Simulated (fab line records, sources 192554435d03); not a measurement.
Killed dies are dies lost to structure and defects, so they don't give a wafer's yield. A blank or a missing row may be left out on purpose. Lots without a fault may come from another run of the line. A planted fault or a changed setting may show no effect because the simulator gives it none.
Split-lot experiment | flow n5_finfet | 7 lots, 21 wafers read, on a route of 1938 steps

THE SPLIT
At N5_BEOL_M11_PECVD_70 (deposits SiO2 from TEOS/O2, target thk 20 nm, time 22.7 s), the setting time_s was moved away from the recipe's 22.7 s on 6 of the 21 wafers read, by -14.5% to +5.7%. The other wafers ran this setting at the recipe's value.

The reading is taken at the split's own step.

THE READING
SiO2_of_BEOL_M11_PECVD_70.thk_nm (the simulator's own value, which no gauge read), in nm, at N5_BEOL_M11_PECVD_70 (deposits SiO2 from TEOS/O2, target thk 20 nm, time 22.7 s). The file gives no usual value for it. The 15 wafers here that ran the recipe average 19.9 nm, standard deviation 0.25 nm.

wafer  | tool, chamber at the split | time_s as run, s | against the recipe | SiO2_of_BEOL_M11_PECVD_70.thk_nm, nm | against lot-mates on the recipe
L083.2 | pecvd-01, 0                | 19.86            | -12.5%             | 17.8                                 | -2.0
L083.5 | pecvd-01, 1                | 19.86            | -12.5%             | 17.6                                 | -2.2
L083.6 | pecvd-01, 2                | 22.7             | recipe             | 19.8                                 | -
L084.2 | pecvd-02, 2                | 22.7             | recipe             | 19.8                                 | -
L084.4 | pecvd-02, 2                | 22.7             | recipe             | 20.4                                 | -
L084.5 | pecvd-02, 1                | 22.7             | recipe             | 20                                   | -
L086.1 | pecvd-01, 1,2              | 22.7             | recipe             | 19.8                                 | -
L086.4 | pecvd-01, 1,2              | 22.7             | recipe             | 19.8                                 | -
L086.6 | pecvd-01, 0                | 22.7             | recipe             | 20.2                                 | -
L089.1 | pecvd-01, 2                | 23.99            | +5.7%              | 21                                   | +1.0
L089.4 | pecvd-01, 2                | 22.7             | recipe             | 20                                   | -
L089.5 | pecvd-01, 0                | 23.99            | +5.7%              | 21.6                                 | +1.6
L091.1 | pecvd-02, 1                | 19.41            | -14.5%             | 16.8                                 | -3.1
L091.2 | pecvd-02, 2                | 22.7             | recipe             | 19.8                                 | -
L091.3 | pecvd-02, 0                | 22.7             | recipe             | 20                                   | -
L093.1 | pecvd-03, 0                | 19.56            | -13.8%             | 17.2                                 | -2.9
L093.4 | pecvd-03, 0                | 22.7             | recipe             | 20.4                                 | -
L093.6 | pecvd-03, 2                | 22.7             | recipe             | 19.8                                 | -
L096.4 | pecvd-03, 0,1              | 22.7             | recipe             | 20                                   | -
L096.6 | pecvd-03, 0,1              | 22.7             | recipe             | 20                                   | -
L096.5 | pecvd-03, 2                | 22.7             | recipe             | 19.4                                 | -
Where a row lists several chambers, the file gives one row for several wafers and doesn't say which wafer went through which chamber.

THE FIT
A straight line over all 21 wafers: SiO2_of_BEOL_M11_PECVD_70.thk_nm changes by +0.201 nm for each +1% of time_s; r = +0.98; the points scatter about the line by 0.27 nm.
The same after taking each lot's own level away (the mean of its wafers on the recipe; 21 wafers): +0.197 nm for each +1%; r = +0.98; scatter 0.26 nm.
On that fit, the largest move of time_s shifts the reading by 2.9 nm.
The lots' own levels span 19.80 to 20.10 nm, that is 1.2 times the standard deviation above.
So the lot-to-lot level changes the slope little: the two slopes agree.
Check: with one of the wafers moved furthest among these (-14.5%) left out of the fit, the line predicts -2.73 nm for it against its lot-mates. It came out at -3.1 nm against them.

OTHER SPLITS ON THESE WAFERS
These wafers also went through other splits before the reading. Each is held against what the fit with the lots' levels taken away leaves over:
other split on the same wafers     | wafers away from the commonest value | r with SiO2_of_BEOL_M11_PECVD_70.thk_nm (lot level and that fit taken away)
N5_BEOL_M9_DEP_56 time_s           | 6                                    | +0.20
N5_BEOL_M10_HM_DEP_02 target_thk_a | 9                                    | -0.19

THE FILE'S OWN FIT
SiO2_of_BEOL_M11_PECVD_70.thk_nm changes by +0.201 nm for each +1% of time_s, r = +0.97.
